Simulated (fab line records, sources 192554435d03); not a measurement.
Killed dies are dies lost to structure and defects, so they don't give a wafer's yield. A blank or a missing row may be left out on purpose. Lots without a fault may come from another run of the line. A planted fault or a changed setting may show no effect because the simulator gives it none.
Chamber matching | flow n5_finfet | N5_BEOL_M3_DEP_57 on pecvd-02: 3 sister chambers
The step deposits SiCN from 3MS/NH3, target thk 8 nm, time 14 s. 6 wafers are shown with their chamber, then 9 later ones without.

WAFERS WITH THEIR CHAMBER
wafer  | chamber | throttle_valve_pct (%) | showerhead_plenum_p_Torr (Torr)
L080.6 | 2       | 8.3                    | 3.660
L083.3 | 0       | 9.6                    | 3.645
L083.5 | 0       | 9.7                    | 3.636
L085.2 | 1       | 9.2                    | 3.670
L085.4 | 2       | 8.1                    | 3.674
L085.5 | 1       | 9.4                    | 3.675

WAFERS WITHOUT THEIR CHAMBER
wafer  | throttle_valve_pct (%) | showerhead_plenum_p_Torr (Torr)
L086.2 | 9.5                    | 3.643
L086.4 | 9.4                    | 3.641
L086.6 | 9.4                    | 3.670
L088.3 | 8.2                    | 3.676
L088.4 | 8.2                    | 3.678
L088.5 | 9.4                    | 3.638
L094.2 | 8.8                    | 3.672
L094.3 | 9.3                    | 3.676
L094.5 | 9.3                    | 3.642

WHICH CHAMBER EACH WENT THROUGH
wafer  | from the rows above     | in truth
L086.2 | 0                       | 0
L086.4 | 0                       | 0
L086.6 | 1                       | 1
L088.3 | 2                       | 2
L088.4 | 2                       | 2
L088.5 | 0                       | 0
L094.2 | can't be placed: 1 or 2 | 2
L094.3 | 1                       | 1
L094.5 | can't be placed: 0 or 1 | 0
Placed correctly: 7 of 9. Can't be placed from these rows: 2 (the true chamber is among the candidates in 2). Placed wrongly: 0.
How it was worked out, from the rows above alone: a wafer's distance from a chamber is the root of the sum, over the readings, of the square of ((its reading less the chamber's mean) divided by the reading's scatter). The wafer belongs to the nearest chamber; if the next one is less than 2 further off, it can't be placed. A chamber's mean is the mean of its shown wafers. The scatter: the root of (the sum of the squares of (reading less its chamber's mean) over the shown wafers, divided by (wafers less chambers)).
